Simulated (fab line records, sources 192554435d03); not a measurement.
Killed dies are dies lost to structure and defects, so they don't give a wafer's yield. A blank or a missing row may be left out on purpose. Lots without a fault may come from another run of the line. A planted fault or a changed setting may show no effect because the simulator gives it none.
Chamber matching | flow n5_finfet | N5_ZERO_LAYER_ETCH_17 on rie_diel-03: 4 sister chambers
The step etches SiO2 in CF4, target depth 12 nm, time 13.3 s. 36 wafers are shown with their chamber, then 12 later ones without.

WAFERS WITH THEIR CHAMBER
wafer  | chamber | showerhead_plenum_p_Torr (Torr) | drypump_motor_current_A (A) | rf_vpp_V (V)
L076.1 | 3       | 2.04                            | 5.80                        | 942
L076.3 | 0       | 2.14                            | 6.27                        | 949
L076.5 | 3       | 2.04                            | 5.78                        | 942
L077.1 | 3       | 2.04                            | 5.78                        | 943
L077.2 | 0       | 2.14                            | 6.28                        | 950
L077.3 | 1       | 2.08                            | 5.57                        | 945
L077.4 | 2       | 2.23                            | 5.73                        | 955
L077.5 | 2       | 2.23                            | 5.73                        | 954
L077.6 | 3       | 2.04                            | 5.78                        | 942
L078.1 | 3       | 2.04                            | 5.80                        | 942
L078.3 | 2       | 2.23                            | 5.71                        | 953
L078.5 | 1       | 2.08                            | 5.60                        | 944
L081.1 | 1       | 2.08                            | 5.63                        | 944
L081.5 | 1       | 2.08                            | 5.58                        | 944
L081.6 | 0       | 2.14                            | 6.25                        | 948
L085.2 | 1       | 2.08                            | 5.60                        | 945
L085.3 | 0       | 2.14                            | 6.28                        | 949
L085.6 | 2       | 2.23                            | 5.73                        | 953
L086.1 | 3       | 2.03                            | 5.78                        | 941
L086.2 | 1       | 2.08                            | 5.56                        | 944
L086.3 | 2       | 2.23                            | 5.72                        | 954
L086.4 | 0       | 2.14                            | 6.28                        | 947
L086.5 | 1       | 2.08                            | 5.55                        | 946
L086.6 | 0       | 2.14                            | 6.27                        | 949
L089.1 | 0       | 2.13                            | 6.25                        | 948
L089.3 | 3       | 2.03                            | 5.80                        | 942
L089.4 | 1       | 2.08                            | 5.56                        | 944
L090.2 | 2       | 2.23                            | 5.69                        | 956
L090.5 | 1       | 2.08                            | 5.60                        | 944
L090.6 | 2       | 2.23                            | 5.69                        | 955
L091.1 | 1       | 2.08                            | 5.54                        | 943
L091.2 | 2       | 2.23                            | 5.69                        | 955
L091.3 | 3       | 2.03                            | 5.77                        | 941
L091.4 | 0       | 2.13                            | 6.30                        | 949
L091.5 | 2       | 2.23                            | 5.69                        | 955
L091.6 | 1       | 2.08                            | 5.58                        | 944

SIGNATURES (means of the wafers above)
reading                  | chamber 0 | chamber 1 | chamber 2 | chamber 3 | scatter within a chamber
showerhead_plenum_p_Torr | 2.1375    | 2.0800    | 2.2300    | 2.0362    | 0.00325
drypump_motor_current_A  | 6.2725    | 5.5791    | 5.7089    | 5.7862    | 0.0201
rf_vpp_V                 | 948.62    | 944.27    | 954.44    | 941.88    | 0.851
Rule: a wafer's distance from a chamber is the root of the sum, over the readings, of the square of ((its reading less the chamber's mean) divided by the reading's scatter). The wafer belongs to the nearest chamber; if the next one is less than 2 further off, it can't be placed. The scatter: the root of (the sum of the squares of (reading less its chamber's mean) over the shown wafers, divided by (wafers less chambers)).

WAFERS WITHOUT THEIR CHAMBER
wafer  | showerhead_plenum_p_Torr (Torr) | drypump_motor_current_A (A) | rf_vpp_V (V)
L092.1 | 2.13                            | 6.27                        | 947
L092.2 | 2.22                            | 5.72                        | 955
L092.3 | 2.03                            | 5.78                        | 941
L092.4 | 2.07                            | 5.59                        | 942
L092.5 | 2.22                            | 5.73                        | 954
L092.6 | 2.07                            | 5.59                        | 944
L093.1 | 2.22                            | 5.72                        | 955
L093.3 | 2.03                            | 5.78                        | 943
L093.4 | 2.13                            | 6.29                        | 948
L094.2 | 2.07                            | 5.57                        | 941
L094.3 | 2.22                            | 5.71                        | 954
L094.6 | 2.07                            | 5.59                        | 943

WHICH CHAMBER EACH WENT THROUGH
wafer  | from the rows above | in truth
L092.1 | 0                   | 0
L092.2 | 2                   | 2
L092.3 | 3                   | 3
L092.4 | 1                   | 1
L092.5 | 2                   | 2
L092.6 | 1                   | 1
L093.1 | 2                   | 2
L093.3 | 3                   | 3
L093.4 | 0                   | 0
L094.2 | 1                   | 1
L094.3 | 2                   | 2
L094.6 | 1                   | 1
Placed correctly: 12 of 12. Can't be placed from these rows: 0. Placed wrongly: 0.
